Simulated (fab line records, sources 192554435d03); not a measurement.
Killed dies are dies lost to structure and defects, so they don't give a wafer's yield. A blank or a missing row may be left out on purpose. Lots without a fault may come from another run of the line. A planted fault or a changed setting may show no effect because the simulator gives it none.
Split-lot experiment | flow n5_finfet | 7 lots, 21 wafers read, on a route of 1938 steps

THE SPLIT
At N5_BEOL_M11_EXPOSE_25 (exposes mask V10), the setting dose_mj was moved away from the recipe's 85.5 on 10 of the 21 wafers read, by -6.6% to +6.4%. The other wafers ran this setting at the recipe's value.

FROM THE SPLIT TO THE READING: what the file shows between them, 2 steps
- N5_BEOL_M11_PEB_26: peb time 60 s
- N5_BEOL_M11_DEVELOP_27: develop time 30 s

THE READING
cd_nm, in nm, at N5_BEOL_M11_CD_MEAS_28 (target cd 70 nm). Fault-free wafers of this fab line usually give 69.1 nm, standard deviation 1 nm.

wafer  | tool, chamber at the split | dose_mj as run | against the recipe | cd_nm, nm | against lot-mates on the recipe
L074.1 | arfi_scanner-02, 0         | 81.16          | -5.1%              | 65.1      | -2.5
L074.2 | arfi_scanner-02, 0         | 81.16          | -5.1%              | 63.5      | -4.1
L074.5 | arfi_scanner-02, 0         | 85.5           | recipe             | 67.6      | -
L080.1 | arfi_scanner-02, 0         | 85.5           | recipe             | 69.0      | -
L080.2 | arfi_scanner-02, 0         | 81.49          | -4.7%              | 63.6      | -5.4
L080.5 | arfi_scanner-02, 0         | 81.49          | -4.7%              | 64.6      | -4.4
L081.1 | arfi_scanner-02, 0         | 79.83          | -6.6%              | 64.2      | -5.7
L081.2 | arfi_scanner-02, 0         | 85.5           | recipe             | 69.5      | -
L081.5 | arfi_scanner-02, 0         | 85.5           | recipe             | 70.3      | -
L084.1 | arfi_scanner-01, 0         | 85.5           | recipe             | 68.4      | -
L084.2 | arfi_scanner-01, 0         | 85.5           | recipe             | 68.5      | -
L084.4 | arfi_scanner-01, 0         | 90.52          | +5.9%              | 73.7      | +5.2
L086.1 | arfi_scanner-01, 0         | 85.5           | recipe             | 70.9      | -
L086.3 | arfi_scanner-01, 0         | 85.5           | recipe             | 69.8      | -
L086.5 | arfi_scanner-01, 0         | 85.5           | recipe             | 70.4      | -
L087.3 | arfi_scanner-02, 0         | 80.5           | -5.8%              | 65.6      | -2.1
L087.5 | arfi_scanner-02, 0         | 85.5           | recipe             | 67.7      | -
L087.6 | arfi_scanner-02, 0         | 80.5           | -5.8%              | 63.2      | -4.5
L091.4 | arfi_scanner-01, 0         | 85.5           | recipe             | 70.6      | -
L091.5 | arfi_scanner-01, 0         | 90.95          | +6.4%              | 74.5      | +3.9
L091.6 | arfi_scanner-01, 0         | 90.95          | +6.4%              | 75.9      | +5.3

THE FIT
A straight line over all 21 wafers: cd_nm changes by +0.897 nm for each +1% of dose_mj; r = +0.96; the points scatter about the line by 1.1 nm.
The same after taking each lot's own level away (the mean of its wafers on the recipe; 21 wafers): +0.759 nm for each +1%; r = +0.96; scatter 0.88 nm.
On that fit, the largest move of dose_mj shifts the reading by 5 nm.
The lots' own levels span 67.60 to 70.60 nm, that is 3.0 times the standard deviation above.
So the lot-to-lot level changes the slope: the two fits differ.
Check: with one of the wafers moved furthest among these (-6.6%) left out of the fit, the line predicts -4.89 nm for it against its lot-mates. It came out at -5.7 nm against them.

OTHER SPLITS ON THESE WAFERS
These wafers also went through other splits before the reading. Each is held against what the fit with the lots' levels taken away leaves over:
other split on the same wafers    | wafers away from the commonest value | r with cd_nm (lot level and that fit taken away)
N5_BEOL_M8_HM_DEP_02 target_thk_a | 5                                    | +0.00
N5_BEOL_M9_PECVD_70 temp_c        | 10                                   | -0.16

THE FILE'S OWN FIT
cd_nm changes by +0.781 nm for each +1% of dose_mj, r = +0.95.
